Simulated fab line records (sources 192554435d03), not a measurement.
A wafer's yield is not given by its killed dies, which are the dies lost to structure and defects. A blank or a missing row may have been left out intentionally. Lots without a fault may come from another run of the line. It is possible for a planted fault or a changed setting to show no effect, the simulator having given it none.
Lot-split experiment / flow n5_finfet / 7 lots, 21 wafers read, on a route of 1938 steps

## SPLIT DETAILS
At N5_BEOL_M5_ETCH_72 (etches underlayer in N2/H2, target depth 6.5 nm, time 5.2 s), the setting bias_w was moved away from the recipe's 150 W on 6 of the 21 wafers read, by +5.7% to +14.5%. For the rest of the wafers, this setting stayed at what the recipe calls for.

Reading taken at the split's own step.

## THE READING
rf_vpp_V, in V, at N5_BEOL_M5_ETCH_72 (etches underlayer in N2/H2, target depth 6.5 nm, time 5.2 s). A value of 524.6 V with a standard deviation of 2.9 V is what fault-free wafers of this fab line usually give.

wafer=L076.2; tool, chamber at the split=rie_diel-04, 3; bias_w as run, W=150; against the recipe=recipe; rf_vpp_V, V=522.6; against lot-mates on the recipe=-
wafer=L076.3; tool, chamber at the split=rie_diel-04, 0; bias_w as run, W=150; against the recipe=recipe; rf_vpp_V, V=524.8; against lot-mates on the recipe=-
wafer=L076.6; tool, chamber at the split=rie_diel-04, 0; bias_w as run, W=150; against the recipe=recipe; rf_vpp_V, V=525.2; against lot-mates on the recipe=-
wafer=L077.1; tool, chamber at the split=rie_diel-04, 1; bias_w as run, W=150; against the recipe=recipe; rf_vpp_V, V=521.5; against lot-mates on the recipe=-
wafer=L077.3; tool, chamber at the split=rie_diel-04, 0; bias_w as run, W=150; against the recipe=recipe; rf_vpp_V, V=522.9; against lot-mates on the recipe=-
wafer=L077.5; tool, chamber at the split=rie_diel-04, 1; bias_w as run, W=150; against the recipe=recipe; rf_vpp_V, V=521.7; against lot-mates on the recipe=-
wafer=L089.1; tool, chamber at the split=rie_diel-01, 2; bias_w as run, W=171.8; against the recipe=+14.5%; rf_vpp_V, V=570.2; against lot-mates on the recipe=+43.4
wafer=L089.4; tool, chamber at the split=rie_diel-01, 0; bias_w as run, W=171.8; against the recipe=+14.5%; rf_vpp_V, V=577.6; against lot-mates on the recipe=+50.8
wafer=L089.5; tool, chamber at the split=rie_diel-01, 3; bias_w as run, W=150; against the recipe=recipe; rf_vpp_V, V=526.8; against lot-mates on the recipe=-
wafer=L090.2; tool, chamber at the split=rie_diel-03, 3; bias_w as run, W=159.9; against the recipe=+6.6%; rf_vpp_V, V=543.4; against lot-mates on the recipe=no lot-mate on the recipe
wafer=L090.3; tool, chamber at the split=rie_diel-03, 0; bias_w as run, W=159.9; against the recipe=+6.6%; rf_vpp_V, V=550.7; against lot-mates on the recipe=no lot-mate on the recipe
wafer=L090.6; tool, chamber at the split=rie_diel-03, 2; bias_w as run, W=159.9; against the recipe=+6.6%; rf_vpp_V, V=549.4; against lot-mates on the recipe=no lot-mate on the recipe
wafer=L095.1; tool, chamber at the split=rie_diel-03, 2; bias_w as run, W=150; against the recipe=recipe; rf_vpp_V, V=528.6; against lot-mates on the recipe=-
wafer=L095.2; tool, chamber at the split=rie_diel-03, 0; bias_w as run, W=150; against the recipe=recipe; rf_vpp_V, V=528.0; against lot-mates on the recipe=-
wafer=L095.5; tool, chamber at the split=rie_diel-03, 0; bias_w as run, W=150; against the recipe=recipe; rf_vpp_V, V=529.5; against lot-mates on the recipe=-
wafer=L094.1; tool, chamber at the split=rie_diel-04, 0; bias_w as run, W=158.5; against the recipe=+5.7%; rf_vpp_V, V=546.3; against lot-mates on the recipe=+22.8
wafer=L094.2; tool, chamber at the split=rie_diel-04, 2; bias_w as run, W=150; against the recipe=recipe; rf_vpp_V, V=524.7; against lot-mates on the recipe=-
wafer=L094.3; tool, chamber at the split=rie_diel-04, 1; bias_w as run, W=150; against the recipe=recipe; rf_vpp_V, V=522.2; against lot-mates on the recipe=-
wafer=L097.4; tool, chamber at the split=rie_diel-01, 2; bias_w as run, W=150; against the recipe=recipe; rf_vpp_V, V=523.3; against lot-mates on the recipe=-
wafer=L097.5; tool, chamber at the split=rie_diel-01, 0; bias_w as run, W=150; against the recipe=recipe; rf_vpp_V, V=528.6; against lot-mates on the recipe=-
wafer=L097.6; tool, chamber at the split=rie_diel-01, 3; bias_w as run, W=150; against the recipe=recipe; rf_vpp_V, V=524.6; against lot-mates on the recipe=-

FIT RESULTS
A straight line over all 21 wafers: rf_vpp_V changes by +3.4 V for each +1% of bias_w; r = +0.98; the points scatter about the line by 3 V.
The same after taking each lot's own level away (the mean of its wafers on the recipe; 18 wafers): +3.28 V for each +1%; r = +0.99; scatter 2.1 V.
According to that fit, moving bias_w by its largest amount changes the reading by 48 V.
Across the lots, their own levels run from 522.03 to 528.70 V, a range of 2.3 times the standard deviation given above.
So the lot-to-lot level changes the slope little: the two slopes agree.
Check: +51.8 V against its lot-mates is what the line predicts for one of the wafers moved furthest among these (+14.5%) when that wafer is left out of the fit. It came out at +43.4 V against them.
Tool readings at the split's step, against how far the setting was moved: rf_vpp_V r = +0.98.

## THE OTHER SPLITS THESE WAFERS WENT THROUGH
Before the reading, these wafers also passed through other splits. Each is held against what the fit with the lots' levels taken away leaves over:
other split on the same wafers=N5_BEOL_M4_TRENCH_ETCH_37 time_s; wafers away from the commonest value=7; r with rf_vpp_V (lot level and that fit taken away)=-0.02

## FILE'S OWN FIT
rf_vpp_V changes by +3.34 V for each +1% of bias_w, r = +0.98.
